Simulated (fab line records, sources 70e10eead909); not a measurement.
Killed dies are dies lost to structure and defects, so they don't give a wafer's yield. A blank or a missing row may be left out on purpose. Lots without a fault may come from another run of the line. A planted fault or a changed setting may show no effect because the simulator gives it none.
Chamber matching | flow nand_harc | NHARC_P_GATE_DESCUM_61 on rie_diel-01: 4 sister chambers
The step chemistry O2, time 3 s. 14 wafers are shown with their chamber, then 7 later ones without.

WAFERS WITH THEIR CHAMBER
wafer  | chamber | drypump_motor_current_A (A) | oes_product_au (a.u.) | rf_vpp_V (V)
L075.1 | 2       | 5.9                         | 1.021                 | 57.2
L075.4 | 3       | 4.7                         | 0.998                 | 58.3
L075.6 | 2       | 5.9                         | 1.009                 | 58.7
L082.2 | 3       | 4.8                         | 0.993                 | 56.9
L082.4 | 2       | 5.9                         | 1.008                 | 58.0
L082.5 | 3       | 4.8                         | 1.007                 | 60.1
L085.1 | 1       | 5.1                         | 0.999                 | 60.4
L085.2 | 0       | 4.8                         | 1.004                 | 58.4
L085.5 | 0       | 4.8                         | 0.992                 | 57.8
L086.1 | 1       | 5.1                         | 0.994                 | 58.0
L086.2 | 2       | 5.9                         | 0.996                 | 59.4
L086.5 | 1       | 5.1                         | 0.985                 | 59.4
L088.3 | 0       | 4.8                         | 1.005                 | 57.0
L088.5 | 1       | 5.2                         | 0.994                 | 58.5

SIGNATURES (means of the wafers above)
reading                 | chamber 0 | chamber 1 | chamber 2 | chamber 3 | scatter within a chamber
drypump_motor_current_A | 4.800     | 5.125     | 5.900     | 4.767     | 0.0376
oes_product_au          | 1.00033   | 0.99300   | 1.00850   | 0.99933   | 0.00788
rf_vpp_V                | 57.733    | 59.075    | 58.325    | 58.433    | 1.1
Rule: a wafer's distance from a chamber is the root of the sum, over the readings, of the square of ((its reading less the chamber's mean) divided by the reading's scatter). The wafer belongs to the nearest chamber; if the next one is less than 2 further off, it can't be placed. The scatter: the root of (the sum of the squares of (reading less its chamber's mean) over the shown wafers, divided by (wafers less chambers)).

WAFERS WITHOUT THEIR CHAMBER
wafer  | drypump_motor_current_A (A) | oes_product_au (a.u.) | rf_vpp_V (V)
L088.6 | 5.9                         | 0.998                 | 58.6
L091.1 | 5.9                         | 0.998                 | 58.9
L091.2 | 4.8                         | 1.001                 | 56.8
L091.3 | 4.8                         | 0.991                 | 58.4
L093.4 | 5.1                         | 0.996                 | 57.7
L093.5 | 5.1                         | 0.994                 | 57.3
L093.6 | 5.9                         | 0.998                 | 58.5

WHICH CHAMBER EACH WENT THROUGH
wafer  | from the rows above     | in truth
L088.6 | 2                       | 2
L091.1 | 2                       | 2
L091.2 | can't be placed: 0 or 3 | 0
L091.3 | can't be placed: 0 or 3 | 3
L093.4 | 1                       | 1
L093.5 | 1                       | 1
L093.6 | 2                       | 2
Placed correctly: 5 of 7. Can't be placed from these rows: 2 (the true chamber is among the candidates in 2). Placed wrongly: 0.
